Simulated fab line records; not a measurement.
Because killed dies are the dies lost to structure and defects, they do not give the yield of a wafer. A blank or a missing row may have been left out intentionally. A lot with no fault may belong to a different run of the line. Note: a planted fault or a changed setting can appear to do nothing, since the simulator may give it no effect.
Which of the tools did it? | flow n5_finfet | 31 wafers from 11 lots sampled at 5 of the route's 1938 steps

WHAT THE GAUGES SHOWED, per wafer
N5_BEOL_M11_CD_MEAS_35 targets a cd of 70 nm.
lot  | measured     | on        | cd_nm (nm)
L548 | day 12 04:43 | cd_sem-01 | 68.9 69.1 68.8
L551 | day 13 00:26 | cd_sem-03 | 70.8 71.2 69.4
L553 | day 13 13:38 | cd_sem-02 | 71.9 69.5 68.9
L555 | day 14 09:19 | cd_sem-02 | 69.4 70.0 69.8
L557 | day 14 20:36 | cd_sem-03 | 70.7 69.9 69.9
L556 | day 14 21:08 | cd_sem-03 | 69.4 68.2 69.6
L560 | day 15 15:52 | cd_sem-02 | 69.5 69.9 68.9
L562 | day 16 01:09 | cd_sem-02 | 70.0 71.4 68.3
L563 | day 16 05:15 | cd_sem-03 | 68.4 69.4
L565 | day 16 14:58 | cd_sem-03 | 71.6 70.8
L569 | day 16 22:08 | cd_sem-02 | 68.6 69.2 70.6

N5_BEOL_M11_INSPECT_58: inspects for defects (darkfield).
lot  | measured     | on                | raw_defect_count
L548 | day 12 10:36 | defect_inspect-02 | 42 45 44
L551 | day 13 03:35 | defect_inspect-02 | 63 60 58
L553 | day 13 16:01 | defect_inspect-02 | 96 49 99
L555 | day 14 12:34 | defect_inspect-02 | 77 63 77
L557 | day 14 23:49 | defect_inspect-02 | 37 73 55
L556 | day 15 00:16 | defect_inspect-02 | 75 75 70
L560 | day 15 18:57 | defect_inspect-01 | 113 90 107
L562 | day 16 04:02 | defect_inspect-02 | 21 34 42
L563 | day 16 08:11 | defect_inspect-01 | 116 83
L565 | day 16 19:10 | defect_inspect-01 | 71 54
L569 | day 17 01:58 | defect_inspect-01 | 60 69 73

N5_BEOL_M12_THK_MEAS_01.
lot  | measured     | on            | M12_ILD_THK (nm)
L548 | day 12 10:46 | film_metro-01 | 646 659 663
L551 | day 13 03:45 | film_metro-02 | 648 649 659
L553 | day 13 16:11 | film_metro-01 | 659 666 675
L555 | day 14 12:44 | film_metro-01 | 659 658 670
L557 | day 15 00:01 | film_metro-02 | 668 686 679
L556 | day 15 00:26 | film_metro-01 | 643 661 661
L560 | day 15 19:07 | film_metro-02 | 659 659 657
L562 | day 16 04:12 | film_metro-01 | 649 645 667
L563 | day 16 08:21 | film_metro-02 | 972 657
L565 | day 16 19:20 | film_metro-01 | 978 659
L569 | day 17 02:08 | film_metro-01 | 645 655 668

N5_BEOL_M12_INSPECT_12: inspects for defects (macro).
lot  | measured     | on                | raw_defect_count
L548 | day 12 11:15 | defect_inspect-02 | 1 1 0
L551 | day 13 04:07 | defect_inspect-02 | 1 3 0
L553 | day 13 16:41 | defect_inspect-02 | 3 2 1
L555 | day 14 13:06 | defect_inspect-02 | 1 3 1
L557 | day 15 00:30 | defect_inspect-02 | 1 1 2
L556 | day 15 00:48 | defect_inspect-02 | 3 1 4
L560 | day 15 19:37 | defect_inspect-01 | 1 4 3
L562 | day 16 04:34 | defect_inspect-01 | 2 6 1
L563 | day 16 08:43 | defect_inspect-01 | 2 1
L565 | day 16 19:41 | defect_inspect-02 | 3 0
L569 | day 17 02:37 | defect_inspect-02 | 1 2 1

TOOL THAT RAN EACH LOT (tool first, then ch and the chambers of the sampled wafers, then the start)
lot  | N5_BEOL_M12_ILD_DEP_00
L548 | pecvd-04 ch 0,2, day 12 10:38
L551 | pecvd-03 ch 0,1, day 13 03:37
L553 | pecvd-04 ch 1,2, day 13 16:04
L555 | pecvd-02 ch 0,2, day 14 12:37
L557 | pecvd-02 ch 1,2, day 14 23:53
L556 | pecvd-02 ch 0,1, day 15 00:19
L560 | pecvd-03 ch 0,1, day 15 18:59
L562 | pecvd-03 ch 0,1,2, day 16 04:04
L563 | pecvd-02 ch 0,2, day 16 08:16
L565 | pecvd-02 ch 0,2, day 16 19:15
L569 | pecvd-03 ch 0,2, day 17 02:01
- N5_BEOL_M12_ILD_DEP_00: deposits SiOC from DEMS/O2, target thk 658.92 nm, time 130.7 s.

AS READ BY THE TOOLS THEMSELVES (means over the sampled wafers that have a number; for cases with no such wafer, the mark the record gives instead)
N5_BEOL_M12_ILD_DEP_00.
lot  | tool     | heater_power_w (W) | showerhead_plenum_p_Torr (Torr) | showerhead_vpp_V (V) | throttle_valve_pct (%)
L548 | pecvd-04 | 550                | 5.690                           | 1324                 | 11.3
L551 | pecvd-03 | 555                | 5.675                           | 1402                 | 12.8
L553 | pecvd-04 | 510                | 5.693                           | 1381                 | 12.4
L555 | pecvd-02 | 440                | 5.686                           | 1395                 | 11.7
L557 | pecvd-02 | 508                | 5.691                           | 1359                 | 11.7
L556 | pecvd-02 | 408                | 5.687                           | 1347                 | 11.7
L560 | pecvd-03 | 567                | 5.673                           | 1393                 | 12.8
L562 | pecvd-03 | 539                | 5.687                           | 1404                 | 12.4
L563 | pecvd-02 | 425                | 5.686                           | 1392                 | 11.6
L565 | pecvd-02 | 409                | 5.687                           | 1372                 | 11.5
L569 | pecvd-03 | 564                | 5.678                           | 1428                 | 11.9

THE ANSWER, worked out from the rows above alone
Rule: the usual values come from the lots themselves. Put in order of their means at a reading, lots are off if they are a third of the lots or fewer, leave a main group of 4 or more, and stand apart from it by a gap of 3 or more times the standard deviation of the main group's means; of several such gaps the widest counts. If all means in a main group match to the digits the tables above print for the reading, that group is not used. A lot without any number at a reading at which 4 lots or more have one is off too. The other lots that the step has rows for count as sound. Order of review: gauges by route order, followed by the tools' own readings, for which a lot's mean as printed above is used. The first step at which some lot is off is used, and at that step the reading that is off furthest; a lot without a number counts as furthest.
Off: at N5_BEOL_M12_THK_MEAS_01 (M12_ILD_THK), L563, L565. Main group: mean 660 nm, sd 7.6.
A tool fits if, at a process step before that reading, it ran every lot that is off, and no sound lot after the first of them. Those tools and the gauges at N5_BEOL_M12_THK_MEAS_01 are tried in the same way. One fits: pecvd-02 at N5_BEOL_M12_ILD_DEP_00. Its last sound lot is L556 (day 15 00:19), its first lot that is off L563 (day 16 08:16): a fault that began between those two fits.

WHAT WAS PUT IN BY THE SIMULATOR
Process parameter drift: pecvd-02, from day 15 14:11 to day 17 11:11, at N5_BEOL_M12_ILD_DEP_00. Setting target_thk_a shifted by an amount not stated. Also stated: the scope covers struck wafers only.
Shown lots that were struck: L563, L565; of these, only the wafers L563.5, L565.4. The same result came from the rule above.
